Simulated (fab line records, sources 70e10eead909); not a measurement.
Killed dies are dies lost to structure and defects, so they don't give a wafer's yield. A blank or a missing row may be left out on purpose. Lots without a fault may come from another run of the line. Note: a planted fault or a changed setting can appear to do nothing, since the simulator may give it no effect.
Code-filled problem report in 8D (eight disciplines) form + flow nandHarc + the parts of the form that need people (team, actions taken, sign-off) are left out

1. WHAT WENT WRONG
killedAtOther at NHARC_END_SORT_01 reads a mean of 611.5 on 6 wafers of 2 lots; wafers without a fault read 1.2 with a standard deviation of 1.5. So: +99 or more standard deviations from the usual mean.
Earliest sighting: wafer L304.3 on prober-02 at day 27 10:49. The record holds 8 wafers of 3 lots with a number at this step. Rule for "out", or "out of limits": more than 4 standard deviations from the usual mean. The other wafers with a number count as sound.

2. WHAT IT IS; WHAT IT IS NOT
| question                    | is                                                                                                      | is not                                                             |
|-----------------------------|---------------------------------------------------------------------------------------------------------|--------------------------------------------------------------------|
| which readings at this step | killedAtOther, defectLimitedYield, killedDies, sort_bin_2_pct, sortNPass, sortRimYieldPct, sortYieldPct | killedAtArray, killedAtPeriphery, killedOpen, sort_bin_4_pct       |
| which lots                  | L303, L304                                                                                              | L312                                                               |
| which wafers of those lots  | all that have a number                                                                                  | -                                                                  |
| read on which gauges        | prober-01, prober-02                                                                                    | -                                                                  |
| when                        | from day 27 10:49                                                                                       | up to then (0 sound wafers); but 2 sound wafers of L312 came after |

3. SUSPECTS, AND WHAT RULES EACH OUT
Counting: a tool at any process step up to the reading remains a suspect when it ran all the lots that are out and ran no sound lot after the first of those.
- the gauge at NHARC_END_SORT_01 has been ruled out. The wafers that are out were read on 2 gauges (prober-01, prober-02).
- rieDiel-09 at NHARC_A_BONDPAD_ETCH_12 (etches the open film in CHF3/O2, target depth 220 nm, time 110 s): kept. It ran every lot that is out, first L304 (day 26 17:08), and no sound lot after that. NHARC_A_BONDPAD_ETCH_12 gives no start for some lots, so the hours and the order of its lots are those of NHARC_THIN_TSV_THK_MEAS_02.
- rieSi-03 at NHARC_THIN_TSV_ETCH_15 (target depth 3000 nm, bosch target overetch cycles 2, bosch etch step 2.8 s): ruled out as a lasting fault. Following L304 (day 26 19:03), the first lot on it that is out, the sound lots L312 were run on it.
After counting, what remains is rieDiel-09 at NHARC_A_BONDPAD_ETCH_12.

4. THE CAUSE (what the simulator had put in)
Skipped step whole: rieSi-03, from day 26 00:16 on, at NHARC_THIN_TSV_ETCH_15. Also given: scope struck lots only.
The count ruled it out by mistake, since the rule takes a fault to strike every lot its tool runs from the start of the fault on, and this one did not do so.

5. THE CHAIN OF EFFECTS, in route order
Each row: a reading where the mean over the struck wafers with a number is more than 3 standard deviations away from the usual. Readings are gone through only where the record gives a usual standard deviation; hours: the median, over the lots, of the time from a lot's start at the first step in this table giving one to that lot's start at this step; sigmas: the change measured in usual standard deviations.
| hours | step              | reading            | usual  | on struck wafers | change | sigmas      |
|-------|-------------------|--------------------|--------|------------------|--------|-------------|
| 0     | NHARC_END_SORT_01 | defectLimitedYield | 91.6 % | 0.0              | -91.6  | -37         |
| 0     | NHARC_END_SORT_01 | killedAtOther      | 1.2    | 611.5            | +610.3 | +99 or more |
| 0     | NHARC_END_SORT_01 | killedDies         | 57     | 677              | +620   | +36         |
| 0     | NHARC_END_SORT_01 | sort_bin_2_pct     | 3.0 %  | 93.5             | +90.5  | +82         |
| 0     | NHARC_END_SORT_01 | sortNPass          | 620    | 0                | -620   | -36         |
| 0     | NHARC_END_SORT_01 | sortRimYieldPct    | 91 %   | 0                | -91    | -24         |
| 0     | NHARC_END_SORT_01 | sortYieldPct       | 91.6 % | 0.0              | -91.6  | -37         |
Readings that are blank on the struck wafers while sound wafers have them: drypumpMotorCurrentA at NHARC_THIN_TSV_ETCH_15.

6. HOW IT WOULD HAVE BEEN CAUGHT EARLIER
The first out-of-limits reading at a measuring or inspecting step in this record came at day 27 10:49, 35 hours after the fault's start at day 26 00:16.
At NHARC_THIN_TSV_ETCH_15 the tool's readings are blank on the struck wafers, where sound wafers have them: an empty tool record is the first sign, and it was there at once.
